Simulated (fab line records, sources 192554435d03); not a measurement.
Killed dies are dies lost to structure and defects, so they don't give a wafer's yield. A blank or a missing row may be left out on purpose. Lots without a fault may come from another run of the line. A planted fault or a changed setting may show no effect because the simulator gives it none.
Split-lot experiment | flow n5_finfet | 7 lots, 39 wafers read, on a route of 1938 steps

THE SPLIT
At N5_FIN_SAQP_HM_DEP_03 (deposits SiNx from SiH4/NH3/N2, target thk 38 nm, time 33.6 s), the setting time_s was moved away from the recipe's 33.6 s on 9 of the 39 wafers read, by -10.2% to +13.3%. The other wafers ran this setting at the recipe's value.

FROM THE SPLIT TO THE READING: what the file shows between them, 8 steps
- N5_FIN_SAQP_THK_MEAS_05
- N5_FIN_SAQP_PECVD_47: deposits a-Si from SiH4/He, target thk 45 nm, time 36.3 s
- N5_FIN_SAQP_PECVD_48: deposits SiNx from SiH4/NH3/N2, target thk 25 nm, time 22.1 s
- N5_FIN_SAQP_MANDREL2_REMOVE_60: chemistry HBr/Cl2/O2, target a-Si, stops on SiNx, bt time 10 s
- N5_FIN_SAQP_HM_OPEN_33: chemistry CH3F/O2, target SiNx, target depth 49.4 nm, time 70.6 s
- N5_FIN_SAQP_ETCH_34: etches SiO2 in C4F6/O2, target depth 45 nm, time 15 s
- N5_FIN_SAQP_STRIP_77: strips in N2/H2, time 90 s
- N5_FIN_SAQP_ETCH_64: etches SiO2 in CF4, target depth 1.5 nm

THE READING
SiNx_of_FIN_SAQP_HM_DEP_03.thk_nm (the simulator's own value, which no gauge read), in nm, at N5_FIN_SAQP_FIN_ETCH_36 (etches the open film in HBr/Cl2/O2, target depth 120 nm, time 50.4 s). The file gives no usual value for it. The 30 wafers here that ran the recipe average 21.2 nm, standard deviation 0.57 nm.

wafer  | tool, chamber at the split | time_s as run, s | against the recipe | SiNx_of_FIN_SAQP_HM_DEP_03.thk_nm, nm | against lot-mates on the recipe
L079.1 | pecvd-03, 2                | 30.17            | -10.2%             | 17.6                                  | -3.7
L079.2 | pecvd-03, 1                | 30.17            | -10.2%             | 16.8                                  | -4.5
L079.3 | pecvd-03, 0                | 30.17            | -10.2%             | 17                                    | -4.3
L079.4 | pecvd-03, 0                | 33.6             | recipe             | 21.6                                  | -
L079.5 | pecvd-03, 2                | 33.6             | recipe             | 21                                    | -
L079.6 | pecvd-03, 1                | 33.6             | recipe             | 21.4                                  | -
L081.1 | pecvd-04, 2                | 33.6             | recipe             | 21                                    | -
L081.2 | pecvd-04, 0                | 33.6             | recipe             | 21                                    | -
L081.3 | pecvd-04, 1                | 33.6             | recipe             | 20.8                                  | -
L081.4 | pecvd-04, 1                | 33.6             | recipe             | 21.2                                  | -
L081.5 | pecvd-04, 2                | 33.6             | recipe             | 21.4                                  | -
L081.6 | pecvd-04, 0                | 33.6             | recipe             | 22                                    | -
L083.1 | pecvd-04, 0                | 30.34            | -9.7%              | 17.8                                  | -3.9
L083.2 | pecvd-04, 2                | 30.34            | -9.7%              | 17.6                                  | -4.1
L083.3 | pecvd-04, 1                | 30.34            | -9.7%              | 17.4                                  | -4.3
L083.4 | pecvd-04, 2                | 33.6             | recipe             | 21.8                                  | -
L083.5 | pecvd-04, 1,0              | 33.6             | recipe             | 21.8                                  | -
L083.6 | pecvd-04, 1,0              | 33.6             | recipe             | 21.4                                  | -
L087.1 | pecvd-03, 0                | 38.07            | +13.3%             | 25.6                                  | +4.1
L087.2 | pecvd-03, 1                | 38.07            | +13.3%             | 26.4                                  | +4.9
L087.3 | pecvd-03, 2                | 33.6             | recipe             | 20.8                                  | -
L087.4 | pecvd-03, 2                | 33.6             | recipe             | 22.2                                  | -
L087.5 | pecvd-03, 1                | 38.07            | +13.3%             | 26.8                                  | +5.3
L087.6 | pecvd-03, 0                | 33.6             | recipe             | 21.4                                  | -
L088.1 | pecvd-04, 2                | 33.6             | recipe             | 21.4                                  | -
L088.5 | pecvd-04, 1                | 33.6             | recipe             | 21.4                                  | -
L088.2 | pecvd-04, 0                | 33.6             | recipe             | 21.2                                  | -
L088.3 | pecvd-04, 1                | 33.6             | recipe             | 20.4                                  | -
L088.4 | pecvd-04, 0                | 33.6             | recipe             | 22.4                                  | -
L088.6 | pecvd-04, 2                | 33.6             | recipe             | 22                                    | -
L091.4 | pecvd-04, 2                | 33.6             | recipe             | 20.4                                  | -
L091.5 | pecvd-04, 1                | 33.6             | recipe             | 20.2                                  | -
L091.6 | pecvd-04, 0                | 33.6             | recipe             | 21.4                                  | -
L092.1 | pecvd-03, 1                | 33.6             | recipe             | 20.2                                  | -
L092.2 | pecvd-03, 2                | 33.6             | recipe             | 20.8                                  | -
L092.4 | pecvd-03, 1                | 33.6             | recipe             | 20.8                                  | -
L092.3 | pecvd-03, 0                | 33.6             | recipe             | 20.6                                  | -
L092.5 | pecvd-03, 0                | 33.6             | recipe             | 20.6                                  | -
L092.6 | pecvd-03, 2                | 33.6             | recipe             | 21                                    | -
Where a row lists several chambers, the file gives one row for several wafers and doesn't say which wafer went through which chamber.

THE FIT
A straight line over all 39 wafers: SiNx_of_FIN_SAQP_HM_DEP_03.thk_nm changes by +0.383 nm for each +1% of time_s; r = +0.97; the points scatter about the line by 0.54 nm.
The same after taking each lot's own level away (the mean of its wafers on the recipe; 39 wafers): +0.388 nm for each +1%; r = +0.98; scatter 0.45 nm.
On that fit, the largest move of time_s shifts the reading by 5.2 nm.
The lots' own levels span 20.67 to 21.67 nm, that is 1.8 times the standard deviation above.
So the lot-to-lot level changes the slope little: the two slopes agree.
Check: with one of the wafers moved furthest among these (+13.3%) left out of the fit, the line predicts +5.33 nm for it against its lot-mates. It came out at +4.13 nm against them.

THE WHOLE CHAIN: every reading that the file lists as answering this split, in the file's order
step                    | what it does                                                         | reading                                                                            | change (the file's fit)               | r (the file's)
N5_FIN_SAQP_HM_DEP_03   | deposits SiNx from SiH4/NH3/N2, target thk 38 nm, time 33.6 s        | SiNx_of_FIN_SAQP_HM_DEP_03.thk_nm (the simulator's own value, which no gauge read) | +0.395 nm for each +1% of the setting | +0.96
N5_FIN_SAQP_THK_MEAS_05 |                                                                      | thk_nm                                                                             | withheld for each +1% of the setting  | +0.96
N5_FIN_SAQP_HM_OPEN_33  | chemistry CH3F/O2, target SiNx, target depth 49.4 nm, time 70.6 s    | etch_rf_on_time_s                                                                  | withheld for each +1% of the setting  | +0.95
N5_FIN_SAQP_HM_OPEN_33  | chemistry CH3F/O2, target SiNx, target depth 49.4 nm, time 70.6 s    | etch.depth_nm (the simulator's own value, which no gauge read)                     | +0.396 nm for each +1% of the setting | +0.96
N5_FIN_SAQP_FIN_ETCH_36 | etches the open film in HBr/Cl2/O2, target depth 120 nm, time 50.4 s | SiNx_of_FIN_SAQP_HM_DEP_03.thk_nm (the simulator's own value, which no gauge read) | +0.389 nm for each +1% of the setting | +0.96

THE FILE'S OWN FIT
SiNx_of_FIN_SAQP_HM_DEP_03.thk_nm changes by +0.389 nm for each +1% of time_s, r = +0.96.
